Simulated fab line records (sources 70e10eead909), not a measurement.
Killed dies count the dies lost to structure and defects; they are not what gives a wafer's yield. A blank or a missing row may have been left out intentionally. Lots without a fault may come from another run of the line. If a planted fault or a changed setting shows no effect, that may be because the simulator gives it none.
fab line records	flow nand-harc
[record] lots = 7	wafers = 21	last-day = 23
route steps=1159 shown A_SLIT@799 A_SIN_REMOVE@804 A_WL_FILL@809 A_CONTACT@840 END@1159
lots that met no fault: from a run of the same line without faults
start-h: start of the lot's first displayed wafer, in hours after the record's first day	wait-h: time in hours since the lot's previous step	" identical to the entry in the row above	L1.1+2: a row that stands for several wafers	- no value present, or no start provided	* or withheld: withheld	< > ~ a bound
route shown NAME@n: a module of which the file shows steps, and the number in the route of the first	usual: average and standard deviation across the fault-free wafers	same: alike in all rows	chamber/n: place in a boat	sites: the reading at each site	_std_site: standard deviation across them	_edge_site: mean of outer sites minus mean of inner sites	radius-mm: how far each site lies from the wafer's centre	mask NAME#n: copy n	behind: the tool/chamber that last shaped the wafer	hold: what put the lot on hold/how long, in hours/how the hold closed	device: the transistor (n, p or np) that didn't switch	end of line: the tests these same wafers got at the end of their route	a step given without rows: its recipe and nothing more	killed: dies lost to structure and defects at the first sort, not the wafer's yield	map: dies across one wafer; x = killed, . = not, _ = none there
set.NAME: the setting as run; set.NAME@STEP: as run at that earlier step	model.NAME: the simulator's own value behind a step, which no gauge read
certain route steps with their lots: each step a table, each wafer a row
services: a tool's chamber out of use, with start hour (start-h, from the record's first day; less than 0 if before it), hours out, and reason
[[steps]]
[step NHARC_A_SLIT_ETCH_29]
[recipe] target-depth-a = 1000	overetch-a = 100	time-s = 55	ion-energy-ev = 100	cf4-flow-sccm = 80	o2-flow-sccm = 20	ar-flow-sccm = 0	rf-w = 300	bias-w = 100	chemistry = CF4/O2
[usual] drypump-motor-current-A = 5.8/0.51	oes-product-au = 0.997/0.01	rf-vpp-V = 198.0/1.5	showerhead-plenum-p-Torr = 1.34/0.066	throttle-valve-pct = 13.398/0.0094
lot.wafer	tool	chamber	start-h	wait-h	drypump-motor-current-A	oes-product-au	rf-hours-counter-h	rf-vpp-V	showerhead-plenum-p-Torr	throttle-valve-pct
L457.1	rie-diel-12	1	324.84	0.1	4.9	0.994	9	197.7	1.34	13.400
L457.2	"	3	"	"	6.5	1.005	10	199.6	1.40	13.381
L457.5	"	2	"	"	5.4	0.988	-	199.2	1.43	13.393
L460.2	rie-diel-06	3	353.81	0.1	5.0	1.007	9	196.1	1.25	13.378
L460.1	"	0	"	"	5.9	1.006	9	199.0	1.39	13.417
L460.3	"	1	"	"	6.0	1.000	9	196.1	1.24	13.404
L461.2	rie-diel-07	2	354.19	0.1	6.3	0.998	8	199.8	1.39	13.389
L461.3	"	1	"	"	5.9	1.008	7	201.6	1.40	13.394
L461.4	"	1	"	"	5.8	1.004	-	198.3	1.40	13.398
L462.1	rie-diel-07	0	370.19	0.1	6.7	0.992	8	198.2	1.34	13.409
L462.5	"	3	"	"	6.1	0.995	-	196.9	1.30	13.401
L462.6	"	0	"	"	6.7	0.985	-	198.5	1.34	13.408
L468.1	rie-diel-06	3	402.59	0.1	5.0	1.010	14	194.9	1.25	13.398
L468.3	"	1	"	"	6.0	1.003	14	197.1	1.24	13.397
L468.4	"	2	"	"	5.6	0.994	12	196.3	1.27	13.410
L470.3	rie-diel-06	1	408.96	0.1	6.0	1.001	14	196.1	1.24	13.405
L470.5	"	0	"	"	5.9	1.002	-	200.4	1.39	13.408
L470.6	"	1	"	"	6.0	1.004	-	195.9	1.24	13.401
L472.4	rie-diel-12	1	423.01	0.1	4.9	0.993	4	198.1	1.34	13.389
L472.2	"	3	"	"	6.5	1.014	4	199.0	1.40	13.408
L472.6	"	1	"	"	4.9	0.995	-	197.1	1.34	13.400
[step NHARC_A_SLIT_STRIP_18]
[recipe] o2-flow-sccm = 500	ar-flow-sccm = 0	bias-w = 0	chemistry = O2
[step NHARC_A_SLIT_PRECLEAN_19]
[recipe] time-s = *	temp-c = 50	bath-age-min = 0	chemistry = SC1
[step NHARC_A_SLIT_SRD_20]
[step NHARC_A_SLIT_CD_MEAS_21]
[usual] cd-nm = 289.6/0.8
lot.wafer	tool	chamber	start-h	wait-h	cd-nm
L457.1	cd-sem-02	-	325.38	-	289.0
L457.2	"	-	"	"	289.2
L457.5	"	-	"	"	289.3
L460.1	cd-sem-02	-	354.41	-	288.9
L460.2	"	-	"	"	289.5
L460.3	"	-	"	"	289.3
L461.2	cd-sem-01	-	354.79	-	289.9
L461.3	"	-	"	"	288.8
L461.4	"	-	"	"	288.9
L462.1	cd-sem-01	-	370.72	-	289.3
L462.5	"	-	"	"	289.5
L462.6	"	-	"	"	288.6
L468.1	cd-sem-03	-	403.13	-	289.3
L468.3	"	-	"	"	289.0
L468.4	"	-	"	"	289.8
L470.3	cd-sem-02	-	409.49	-	289.5
L470.5	"	-	"	"	288.8
L470.6	"	-	"	"	290.1
L472.2	cd-sem-01	-	423.55	-	288.5
L472.4	"	-	"	"	289.7
L472.6	"	-	"	"	289.4
[step NHARC_A_SIN_REMOVE_WET_00]
[recipe] temp-c = 160	time-s = 15300	chemistry = H3PO4
[step NHARC_A_SIN_REMOVE_PRECLEAN_01]
[recipe] time-s = *	temp-c = 50	bath-age-min = 0	chemistry = SC1
[step NHARC_A_SIN_REMOVE_SRD_02]
[step NHARC_A_SIN_REMOVE_INSPECT_04]
[usual] raw-defect-count = 307/73
lot.wafer	tool	chamber	start-h	wait-h	raw-defect-count
L457.1	defect-inspect-01	-	332.88	0.0	234
L457.2	"	-	"	"	220
L457.5	"	-	"	"	207
L460.1	defect-inspect-02	-	362.17	0.0	265
L460.2	"	-	"	"	358
L460.3	"	-	"	"	278
L461.2	defect-inspect-01	-	362.17	0.0	281
L461.3	"	-	"	"	297
L461.4	"	-	"	"	336
L462.1	defect-inspect-02	-	378.47	0.0	269
L462.5	"	-	"	"	221
L462.6	"	-	"	"	181
L468.1	defect-inspect-01	-	409.22	0.1	267
L468.3	"	-	"	"	464
L468.4	"	-	"	"	431
L470.3	defect-inspect-02	-	416.90	0.0	231
L470.5	"	-	"	"	420
L470.6	"	-	"	"	339
L472.2	defect-inspect-01	-	431.21	0.0	267
L472.4	"	-	"	"	303
L472.6	"	-	"	"	240
[step NHARC_A_WL_FILL_ALD_00]
[recipe] target-thk-a = 30	pulse-time-s = 3	ald-cycles = 30	temp-c = 300	material = Al2O3
[step NHARC_A_WL_FILL_RTA_01]
[recipe] temp-c = 1000	time-s = 5
[step NHARC_A_WL_FILL_ALD_02]
[recipe] target-thk-a = 20	pulse-time-s = 3	ald-cycles = 100	temp-c = 450	material = TiN
[usual] heater-power-outer-w = 717/99	heater-power-w = 1125/140	precursor-pulse-height-rel = 0.999/0.018
lot.wafer	tool	chamber	start-h	wait-h	heater-power-outer-w	heater-power-w	precursor-pulse-height-rel
L457.2	ald-metal-02	2	333.59	0.2	706	1088	0.994
L457.1	"	0	"	"	620	1051	0.994
L457.5	"	0	"	"	634	1052	0.966
L461.3	ald-metal-02	0	362.72	0.1	608	1078	1.020
L461.2	"	1	"	"	818	1301	1.008
L461.4	"	1	"	"	824	1290	0.987
L460.2	ald-metal-03	0	362.89	0.2	742	1096	1.009
L460.3	"	1	"	"	750	1082	1.006
L460.1	"	2	"	"	681	1064	0.999
L462.1	ald-metal-02	1	379.13	0.3	795	1258	0.985
L462.5	"	0	"	"	635	1083	1.021
L462.6	"	1	"	"	809	1279	0.995
L468.4	ald-metal-02	2	410.47	0.1	757	1161	1.016
L468.1	"	3	"	"	641	1032	0.979
L468.3	"	0	"	"	630	1082	1.014
L470.3	ald-metal-02	1	417.70	0.2	790	1243	0.952
L470.6	"	2	"	"	733	1175	1.008
L470.5	"	3	"	"	651	1065	1.026
L472.2	ald-metal-02	0	431.84	0.3	632	1072	0.991
L472.6	"	3	"	"	639	1070	0.976
L472.4	"	0	"	"	646	1081	0.991
[step NHARC_A_WL_FILL_CVD_03]
[recipe] target-thk-a = 400	temp-c = 300	pressure-torr = 40	wf6-flow-sccm = 40	h2-flow-sccm = 1600	ar-flow-sccm = 1560	time-s = 3302	material = W
[step NHARC_A_WL_FILL_ETCHBACK_04]
[recipe] target-depth-a = 600	time-s = 120	chemistry = NF3
[step NHARC_A_WL_FILL_ETCHBACK_05]
[recipe] target-depth-a = 220	time-s = 60	temp-c = 40	chemistry = Cl2/BCl3
[step NHARC_A_WL_FILL_STRIP_27]
[recipe] power-w = 1500	temp-c = 250	time-s = 20	chemistry = N2/H2
[step NHARC_A_WL_FILL_STRIP_28]
[recipe] time-s = 1200	temp-c = 72.5	chemistry = post-etch-residue-remover
[step NHARC_A_WL_FILL_PRECLEAN_06]
[recipe] time-s = 300	chemistry = DIW
[step NHARC_A_WL_FILL_SRD_07]
[step NHARC_A_WL_FILL_ANNEAL_08]
[recipe] temp-c = 450	time-s = 1800
[step NHARC_A_WL_FILL_ALD_10]
[recipe] target-thk-a = 500	pulse-time-s = 10	ald-cycles = 500	temp-c = 300	material = SiO2
[step NHARC_A_WL_FILL_ETCHBACK_16]
[recipe] target-depth-a = 880	time-s = 17.6	c4f8-flow-sccm = withheld	o2-flow-sccm = 8	ar-flow-sccm = withheld	rf-w = 600	bias-w = 800	chemistry = C4F8/O2/Ar
[step NHARC_A_WL_FILL_STRIP_29]
[recipe] time-s = 20	o2-flow-sccm = 500	ar-flow-sccm = 0	bias-w = 0	chemistry = O2
[step NHARC_A_WL_FILL_ETCHBACK_17]
[recipe] target-depth-a = 40	time-s = 26.7	chemistry = Cl2/BCl3
[step NHARC_A_WL_FILL_PRECLEAN_18]
[recipe] time-s = 30	chemistry = dHF
[step NHARC_A_WL_FILL_SRD_21]
[step NHARC_A_WL_FILL_CVD_23]
[recipe] target-thk-a = 400	temp-c = 620	pressure-mtorr = 200	time-s = 800	material = poly-Si
[step NHARC_A_WL_FILL_ETCHBACK_26]
[recipe] target-depth-a = 520	time-s = 13.3	hbr-flow-sccm = 150	rf-w = 350	icp-w = 350	bias-w = 60	chemistry = HBr
[usual] drypump-motor-current-A = 5.9/0.57	oes-product-au = 1.002/0.0092	throttle-valve-pct = 23.266/0.009
lot.wafer	tool	chamber	start-h	wait-h	drypump-motor-current-A	oes-product-au	rf-hours-counter-h	throttle-valve-pct
L457.2	rie-si-05	3	356.23	0.4	5.9	0.989	0.9	23.271
L457.1	"	2	"	"	6.6	1.007	0.7	23.273
L457.5	"	3	"	"	6.0	0.991	-	23.259
L461.4	rie-si-03	1	392.02	0.4	5.9	1.000	0.5	23.261
L461.3	"	3	"	"	5.6	1.002	0.4	23.258
L461.2	"	0	"	"	6.0	0.998	0.4	23.255
L460.3	rie-si-04	3	392.02	0.4	5.8	1.009	0.6	23.281
L460.2	"	1	"	"	4.9	0.992	0.7	23.268
L460.1	"	2	"	"	5.5	1.004	0.6	23.263
L462.1	rie-si-05	0	399.09	0.4	4.9	1.007	1.1	23.251
L462.5	"	1	"	"	6.2	0.994	-	23.256
L462.6	"	2	"	"	6.6	0.999	-	23.287
L468.3	rie-si-03	2	435.24	0.4	6.4	1.009	1.0	23.258
L468.1	"	1	"	"	5.9	1.001	0.9	23.269
L468.4	"	0	"	"	6.0	0.997	-	23.268
L470.3	rie-si-03	1	445.08	0.4	5.9	0.997	-	23.279
L470.6	"	1	"	"	5.9	1.001	-	23.274
L470.5	"	2	"	"	6.5	1.001	-	23.259
L472.2	rie-si-03	1	453.84	0.4	5.9	0.993	1.0	23.254
L472.6	"	2	"	"	6.4	0.991	-	23.264
L472.4	"	3	"	"	5.6	0.992	-	23.284
[step NHARC_A_WL_FILL_PRECLEAN_30]
[recipe] time-s = 10	chemistry = dHF
[step NHARC_A_WL_FILL_SRD_14]
[step NHARC_A_WL_FILL_ALD_19]
[recipe] target-thk-a = 20	pulse-time-s = 3	ald-cycles = 100	temp-c = 450	material = TiN
[usual] heater-power-outer-w = 725/100	heater-power-w = 1130/150	precursor-pulse-height-rel = 1.002/0.019
lot.wafer	tool	chamber	start-h	wait-h	heater-power-outer-w	heater-power-w	precursor-pulse-height-rel
L457.2	ald-metal-03	3	356.50	0.1	613	943	0.997
L457.1	"	2	"	"	652	1033	1.031
L457.5	"	0	"	"	739	1121	1.017
L461.4	ald-metal-02	1	392.29	0.1	790	1306	1.014
L461.3	"	2	"	"	730	1113	1.029
L461.2	"	3	"	"	644	1062	0.989
L460.2	ald-metal-04	2	392.30	0.1	950	1502	1.031
L460.1	"	3	"	"	633	987	1.018
L460.3	"	1	"	"	606	937	1.022
L462.1	ald-metal-02	3	399.36	0.1	643	1052	1.001
L462.5	"	1	"	"	786	1260	0.998
L462.6	"	2	"	"	734	1155	1.028
L468.4	ald-metal-03	3	435.55	0.1	614	964	1.011
L468.1	"	0	"	"	758	1089	1.028
L468.3	"	1	"	"	792	1098	1.008
L470.3	ald-metal-02	3	445.39	0.1	634	1058	0.979
L470.6	"	2	"	"	725	1161	1.019
L470.5	"	3	"	"	636	1096	1.013
L472.2	ald-metal-04	3	454.10	0.1	633	999	0.990
L472.4	"	0	"	"	825	1245	0.991
L472.6	"	3	"	"	643	1011	1.022
[step NHARC_A_WL_FILL_CVD_20]
[recipe] target-thk-a = 750	temp-c = 300	pressure-torr = 40	wf6-flow-sccm = 40	h2-flow-sccm = 1600	ar-flow-sccm = 1560	time-s = 5064	material = W
[step NHARC_A_WL_FILL_CMP_12]
[recipe] t-overpolish-s = 30	target-thk-nm = 75
[usual] motor-current-A = 12.1/1.1	overpolish-run-s = 29.999/0.009	time-to-endpoint-s = 15.5/2.4
lot.wafer	tool	chamber	start-h	wait-h	motor-current-A	overpolish-run-s	time-to-endpoint-s
L457.2	cmp-04	0	363.60	3.6	11.3	30.004	15.3
L457.1	"	1	"	"	11.8	30.002	11.5
L457.5	"	0	"	"	11.3	29.998	13.9
L460.1	cmp-04	2	398.01	3.6	11.1	29.988	20.0
L460.2	"	3	"	"	13.0	30.004	15.8
L460.3	"	1	"	"	11.6	30.003	14.3
L461.2	cmp-03	1	401.70	6.3	13.1	30.011	16.8
L461.4	"	2	"	"	13.5	29.993	17.2
L461.3	"	3	"	"	13.1	29.998	13.6
L462.1	cmp-03	3	407.49	3.6	13.9	30.007	15.6
L462.6	"	2	"	"	13.3	29.985	15.3
L462.5	"	3	"	"	13.1	30.014	14.4
L468.1	cmp-04	0	445.44	3.6	10.3	29.990	17.4
L468.3	"	1	"	"	10.5	30.005	11.5
L468.4	"	2	"	"	11.4	29.993	16.3
L470.3	cmp-03	3	450.62	2.9	13.6	30.005	17.2
L470.5	"	3	"	"	13.3	29.994	15.4
L470.6	"	0	"	"	13.2	30.007	16.8
L472.2	cmp-04	2	459.36	4.3	11.5	30.004	17.9
L472.4	"	0	"	"	11.2	30.000	11.7
L472.6	"	2	"	"	11.7	29.990	19.1
[step NHARC_A_WL_FILL_SRD_31]
[step NHARC_A_CONTACT_DEP_24]
[recipe] target-thk-a = 5000	temp-c = 400	pressure-torr = 6.5	rf-w = 900	teos-flow-sccm = 161.4	flow-sccm = 2650	target-thk-nm = 500	gas = O2	material = SiO2
[usual] flow-sccm = 2650/8.2	heater-power-outer-w = 310/60	heater-power-w = 546/78	throttle-valve-pct = 15.8/0.47
lot.wafer	tool	chamber	start-h	wait-h	flow-sccm	heater-power-outer-w	heater-power-w	throttle-valve-pct
L457.2	pecvd-02	2	364.56	0.5	2637	349	605	15.4
L457.1	"	0	"	"	2649	258	482	16.2
L457.5	"	0	"	"	2646	259	489	16.4
L460.3	pecvd-02	2	398.54	0.1	2659	327	578	15.3
L460.1	"	0	"	"	2651	225	427	16.2
L460.2	"	1	"	"	2648	275	512	16.3
L461.3	pecvd-04	2	402.38	0.2	2646	317	531	15.7
L461.2	"	1	"	"	2656	347	646	15.4
L461.4	"	0	"	"	2657	444	683	15.1
L462.1	pecvd-02	0	408.00	0.1	2641	223	431	16.0
L462.6	"	0	"	"	2658	242	458	16.4
L462.5	"	1	"	"	2646	311	513	16.3
L468.1	pecvd-02	2	445.97	0.1	2673	327	586	15.4
L468.3	"	1	"	"	2645	263	472	16.4
L468.4	"	1	"	"	2646	278	498	16.3
L470.3	pecvd-04	0	451.30	0.2	2647	450	691	15.2
L470.6	"	1	"	"	2663	327	606	15.4
L470.5	"	0	"	"	2646	312	542	15.4
L472.2	pecvd-01	2	460.10	0.3	2644	255	464	16.4
L472.4	"	1	"	"	2656	249	503	16.4
L472.6	"	2	"	"	2638	278	501	16.6
[step NHARC_END_SORT_01]
[recipe] temp-c = 25
[usual] killed-at-array = 29/13	killed-at-other = 0.7/1	killed-at-periphery = 3.2/2.3	killed-dies = 33/13	killed-open = 3.3/1.7	killed-short = 2.0/1.5
[same] gross-dies = 677
lot.wafer	tool	chamber	start-h	wait-h	killed-at-array	killed-at-other	killed-at-periphery	killed-dies	killed-open	killed-short
L460.1	prober-02	0	478.59	2.5	38	0	2	40	3	4
L460.2	prober-02	0	479.39	2.8	36	0	6	42	4	2
L460.3	prober-02	0	480.19	3.1	32	0	2	34	4	0
L462.1	prober-02	0	487.15	2.5	20	0	4	24	0	0
L462.5	prober-02	0	490.32	3.7	22	0	0	22	2	0
L462.6	prober-02	0	491.11	4.0	21	0	2	23	2	1
L468.1	prober-02	0	521.13	2.4	121	0	0	121	1	0
L468.3	prober-02	0	522.74	3.1	64	0	1	65	0	1
L468.4	prober-02	0	523.55	3.4	65	0	2	67	1	2
L470.3	prober-01	0	531.34	3.1	71	3	2	76	2	2
L470.5	prober-01	0	532.99	3.8	104	3	2	109	2	3
L470.6	prober-01	0	533.81	4.1	61	0	3	64	1	2
L472.2	prober-01	0	549.04	2.8	51	1	1	53	2	3
L472.4	prober-01	0	550.65	3.4	59	0	1	60	4	1
L472.6	prober-01	0	552.25	4.0	128	0	2	130	3	2
// killed by level:class
L460.1 A_SLIT:chamber-film-flake=15 A_CHANNEL_HOLE_D1:chamber-film-flake=13 A_CHANNEL_FILL_D1:geometric-particle:short=2 A_CONTACT:chamber-film-flake=2 P_GATE:geometric-particle:open=1 A_CHANNEL_FILL_D1:geometric-particle:open=1 A_WL_FILL:geometric-particle:short=1 A_CONTACT:geometric-particle:open=1
L460.2 A_CHANNEL_HOLE_D1:chamber-film-flake=20 A_SLIT:chamber-film-flake=8 P_ZERO_WELL:chamber-film-flake=3 A_STAIRCASE:chamber-film-flake=3 A_CONTACT:geometric-particle:open=2 P_CONTACT:geometric-particle:open=1 P_M0:geometric-particle:short=1 A_CHANNEL_FILL_D1:geometric-particle:short=1
L460.3 A_CHANNEL_HOLE_D1:chamber-film-flake=14 A_SLIT:chamber-film-flake=9 A_STAIRCASE:chamber-film-flake=4 P_GATE:chamber-film-flake=2 A_ONON_D1:geometric-particle:open=1 A_CHANNEL_FILL_D1:geometric-particle:open=1 A_CONTACT:geometric-particle:open=1 A_BLC:geometric-particle:open=1
L462.1 A_SLIT:chamber-film-flake=9 A_CHANNEL_HOLE_D1:chamber-film-flake=5 A_CONTACT:chamber-film-flake=4 P_STI:chamber-film-flake=2 A_STAIRCASE:chamber-film-flake=2 P_ZERO_WELL:chamber-film-flake=1 P_GATE:chamber-film-flake=1
L462.5 A_SLIT:chamber-film-flake=9 A_CHANNEL_HOLE_D1:chamber-film-flake=5 A_CONTACT:chamber-film-flake=3 A_STAIRCASE:chamber-film-flake=2 A_SGD_CUT:geometric-particle:open=1 A_CONTACT:geometric-particle:open=1 A_CHANNEL_FILL_D1:chamber-film-flake=1
L462.6 A_SLIT:chamber-film-flake=7 A_CONTACT:chamber-film-flake=5 A_CHANNEL_HOLE_D1:chamber-film-flake=4 A_STAIRCASE:chamber-film-flake=2 A_CHANNEL_FILL_D1:geometric-particle:short=1 A_WL_FILL:geometric-particle:open=1 A_M0:geometric-particle:open=1 P_ZERO_WELL:chamber-film-flake=1
L468.1 A_WL_FILL:unspecified=92 A_CHANNEL_HOLE_D1:chamber-film-flake=21 A_CONTACT:chamber-film-flake=6 A_M1:geometric-particle:open=1 A_STAIRCASE:chamber-film-flake=1
L468.3 A_WL_FILL:unspecified=35 A_CHANNEL_HOLE_D1:chamber-film-flake=21 A_CONTACT:chamber-film-flake=7 A_CHANNEL_FILL_D1:geometric-particle:short=1 P_M1:chamber-film-flake=1
L468.4 A_WL_FILL:unspecified=45 A_CHANNEL_HOLE_D1:chamber-film-flake=13 A_STAIRCASE:chamber-film-flake=2 A_CONTACT:chamber-film-flake=2 P_GATE:geometric-particle:short=1 A_CONTACT:geometric-particle:short=1 A_CONTACT:geometric-particle:open=1 P_STI:chamber-film-flake=1
L470.3 A_WL_FILL:unspecified=54 A_CHANNEL_HOLE_D1:chamber-film-flake=6 A_STAIRCASE:chamber-film-flake=5 THIN_TSV:chamber-film-flake=3 A_CONTACT:chamber-film-flake=2 P_M0:geometric-particle:open=1 A_CHANNEL_HOLE_D1:geometric-particle:short=1 A_M0:geometric-particle:open=1
L470.5 A_WL_FILL:unspecified=92 A_CHANNEL_HOLE_D1:chamber-film-flake=6 THIN_TSV:chamber-film-flake=3 P_M1:geometric-particle:short=1 A_ONON_D1:geometric-particle:short=1 A_WL_FILL:geometric-particle:short=1 A_WL_FILL:geometric-particle:open=1 A_M0:geometric-particle:open=1
L470.6 A_WL_FILL:unspecified=51 A_CONTACT:chamber-film-flake=5 A_CHANNEL_HOLE_D1:chamber-film-flake=3 P_CONTACT:geometric-particle:short=1 P_M2:geometric-particle:short=1 A_CONTACT:geometric-particle:open=1 P_STI:chamber-film-flake=1 A_STAIRCASE:chamber-film-flake=1
L472.2 A_WL_FILL:unspecified=33 A_CHANNEL_HOLE_D1:chamber-film-flake=14 A_ONON_D1:geometric-particle:open=1 A_ONON_D1:geometric-particle:short=1 A_BLC:geometric-particle:open=1 A_M1:geometric-particle:short=1 P_STI:chamber-film-flake=1 STARTING-WAFER:geometric-particle:short=1
L472.4 A_WL_FILL:unspecified=31 A_CHANNEL_HOLE_D1:chamber-film-flake=23 P_M0:geometric-particle:open=1 A_ONON_D1:geometric-particle:open=1 A_CONTACT:geometric-particle:short=1 A_BLC:geometric-particle:open=1 A_M1:geometric-particle:open=1 A_CONTACT:chamber-film-flake=1
L472.6 A_WL_FILL:unspecified=100 A_CHANNEL_HOLE_D1:chamber-film-flake=22 A_WL_FILL:geometric-particle:short=2 P_M0:geometric-particle:open=1 A_SGD_CUT:geometric-particle:open=1 A_WL_FILL:geometric-particle:open=1 P_STI:chamber-film-flake=1 A_STAIRCASE:chamber-film-flake=1
// map L468.1 (x killed, . not)
____________.____________
_________......._________
_______..........._______
______.............______
_____.x............._____
____.................____
____xx.xxx...........____
___.xxxx..........x...___
___xxxxx.x............___
__xxxxxxxx.............__
__xxxxxxxx.............__
_.xxxxxxxxx............._
_xxxxxxxxxx............._
_xxxxxxxxx.............._
_.xxxxxxxx.............._
_xxxxxxxxx.............._
...xxxxxxxx..............
...xxxx.x................
...x..xx.................
.............x...........
.....x.......x...........
_.............x........._
_......................._
_......................._
_......................._
_......................._
__.............xx.x....__
__............xx.x.....__
___...........x.x.....___
___............xx.....___
____..........xxxxx..____
____........xx..x....____
_____..........x...x_____
______.......x.x.x.______
_______..........._______
_________......._________
____________.____________
// map L470.5 (x killed, . not)
____________.____________
_________......._________
_______....x......_______
______.............______
_____..............._____
____.................____
____..xx.............____
___xxxxxx......x......___
___xxxxxxx............___
__xxxxxxxxx.....x......__
__xxxxxxxxx..x....x....__
_.xxxxxxxx.............._
_.xxxxxxxxx............._
_.xxxxxxxx.x............_
_xxxxxxxxxx.....x.x....._
_..xxxxxxx.............._
...xxxxxx.......x........
...xxxxxx...........x....
..x..x.x.x...............
.........................
......x..................
_.....x................._
_......................._
_......................._
_......................._
_..................x...._
__.....................__
__.....................__
___...................___
___.............x.....___
____............x....____
____.................____
_____..............x_____
______......xx.....______
_______..........._______
_________......._________
____________.____________
[[services]]
tool	chamber	start-h	hours	kind
cmp-04	-	301.21	4.0	pm
cmp-04	-	306.33	0.4	repair
ald-metal-02	3	311.97	77.0	repair
ald-metal-02	-	312.04	2.2	repair
ald-metal-03	-	322.00	10.0	pm
rie-si-03	-	332.00	9.0	pm
pecvd-02	-	334.00	13.0	pm
cmp-04	-	335.23	1.3	repair
rie-diel-06	2	350.02	8.7	repair
cmp-03	-	350.55	5.3	repair
cmp-04	-	361.03	1.7	repair
cmp-03	-	362.78	4.2	repair
ald-metal-02	-	364.00	10.0	pm
rie-diel-06	-	365.64	0.5	repair
cmp-04	-	372.68	1.2	repair
cmp-04	-	379.88	1.7	repair
rie-diel-06	0	392.97	1.4	repair
rie-si-03	1	393.06	3.6	repair
cmp-04	-	399.21	4.0	pm
ald-metal-02	1	427.73	1.9	repair
rie-si-03	3	428.48	21.3	repair
ald-metal-02	1	430.41	4.5	repair
rie-si-03	0	443.88	16.7	repair
pecvd-02	2	446.75	8.0	repair
[[key]]
[first-sign] step = NHARC_END_SORT_01	reading = killed-at-array	direction = up	sigmas = 4	usual = 29	struck = 80
[effect] step = NHARC_END_SORT_01	reading = killed-dies	direction = up	sigmas = 3.9	usual = 33	struck = 83
[more-kills-born-at] NHARC_A_WL_FILL_ALD_02@ald-metal-02 = 533
met-at NHARC_A_WL_FILL_ALD_02
struck-wafers L468.1,L468.3,L468.4,L470.3,L470.5,L470.6,L472.2,L472.4,L472.6
tester-left-out L468,L470,L472
onset-between 379.13 410.47
also-fits time
[fault] kind = chamber-particle-source	tool = ald-metal-02	chamber = -	onset-h = 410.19	steps = NHARC_A_WL_FILL_ALD_02	rate-per-visit-cm2 = 1.1027	end-h = 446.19
// tester-left-out: of these lots the tester's yield and bins aren't shown, on N5 and GAA mostly nor the transistor test; their killed dies are dies lost to structure and defects alone, not to doping, threshold or leakage, so they don't give the yield
